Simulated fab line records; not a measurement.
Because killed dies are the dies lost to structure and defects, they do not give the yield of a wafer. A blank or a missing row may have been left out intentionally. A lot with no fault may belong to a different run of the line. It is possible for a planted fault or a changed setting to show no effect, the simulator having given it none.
Comparing a struck lot with a sound one :: flow nand_harc :: 15 out of 1159 route steps
Sound: the wafers L893.1, L893.3, L893.5. Struck: wafer L903.4 (left out: L903.6, a lot-mate that was not struck); the cause follows at the end.
Each step with rows lists, per side, the tool, then ch with its chambers, then its first start. Under that, the readings that differ: sound wafers :: struck wafers :: difference of the means :: sigmas: that difference in standard deviations of wafers without a fault.
alike: readings with means less than 2 such deviations apart, plus words and numbers identical on both sides. not compared: withheld readings, readings lacking a value on some wafer, bounds such as >300 that could conceal the same value, and numbers that have no deviation in the record and whose values overlap.
A row with sigmas, a row that says differs or no value, or rows on one side alone: a step with any of these is where the two part. Numbers that don't overlap but have no deviation are shown without sigmas and don't part them. A reading missing from all wafers of one side parts the sides only when that side holds two or more wafers.

first, 1 step without rows for these wafers: NHARC_A_ONON_D1_DEP_06 (target thk 1000 nm).
NHARC_A_ONON_D1_THK_MEAS_08: measures by ellipsometry.
  sound on film_metro-01, day 8 11:52; struck on film_metro-01, day 11 03:29
  alike: thk_nm
after that, 1 step with no rows for these wafers: NHARC_A_ONON_D1_DEP_09 (target thk 1000 nm).
NHARC_A_ONON_D1_THK_MEAS_11: measures by ellipsometry.
  sound on film_metro-02, day 8 12:25; struck on film_metro-01, day 11 04:11
  alike: thk_nm
after that, 1 step with no rows for these wafers: NHARC_A_ONON_D1_DEP_12 (target thk 1000 nm).
NHARC_A_ONON_D1_THK_MEAS_14: measures by ellipsometry.
  sound on film_metro-01, day 8 12:59; struck on film_metro-01, day 11 04:53
  alike: thk_nm
then, 2 steps without rows for these wafers: NHARC_A_ONON_D1_ANNEAL_15 (time 3600 s); NHARC_A_ONON_D1_DEP_16 (target thk 1000 nm).
NHARC_A_ONON_D1_THK_MEAS_18: measures by ellipsometry.
  sound on film_metro-02, day 8 20:10; struck on film_metro-02, day 11 15:04
  alike: thk_nm
after that, 1 step with no rows for these wafers: NHARC_A_ONON_D1_DEP_19 (target thk 1000 nm).
NHARC_A_ONON_D1_THK_MEAS_21: measures by ellipsometry.
  sound on film_metro-02, day 8 20:43; struck on film_metro-01, day 11 15:43
  alike: thk_nm
NHARC_A_ONON_D1_DEP_22: target thk 1000 nm.
  sound on pecvd_onon-04 ch 0, day 8 20:47; struck on pecvd_onon-04 ch 0, day 11 15:56
NHARC_A_ONON_D1_THK_MEAS_24: measures by ellipsometry.
  sound on film_metro-01, day 8 21:17; struck on film_metro-02, day 11 16:17
reading: thk_nm (nm)
sound: 1006 1007 1004
struck: 315
difference: -691
sigmas: -63
after that, 1 step with no rows for these wafers: NHARC_A_ONON_D1_DEP_25 (target thk 1000 nm).
-- record jumps: 11 days between struck wafers' starts before vs after; left off in module A_ONON_D1, resumes in module END, first step shown is number 1159 of the route --
NHARC_END_SORT_01:
  only the struck wafers appear in the record here, on prober-02 ch 0 at day 22 17:55; the sound ones have no rows

WHERE THEY PART
First at NHARC_A_ONON_D1_THK_MEAS_24; last, within this record, at NHARC_END_SORT_01.

WHY: what had been put in by the simulator
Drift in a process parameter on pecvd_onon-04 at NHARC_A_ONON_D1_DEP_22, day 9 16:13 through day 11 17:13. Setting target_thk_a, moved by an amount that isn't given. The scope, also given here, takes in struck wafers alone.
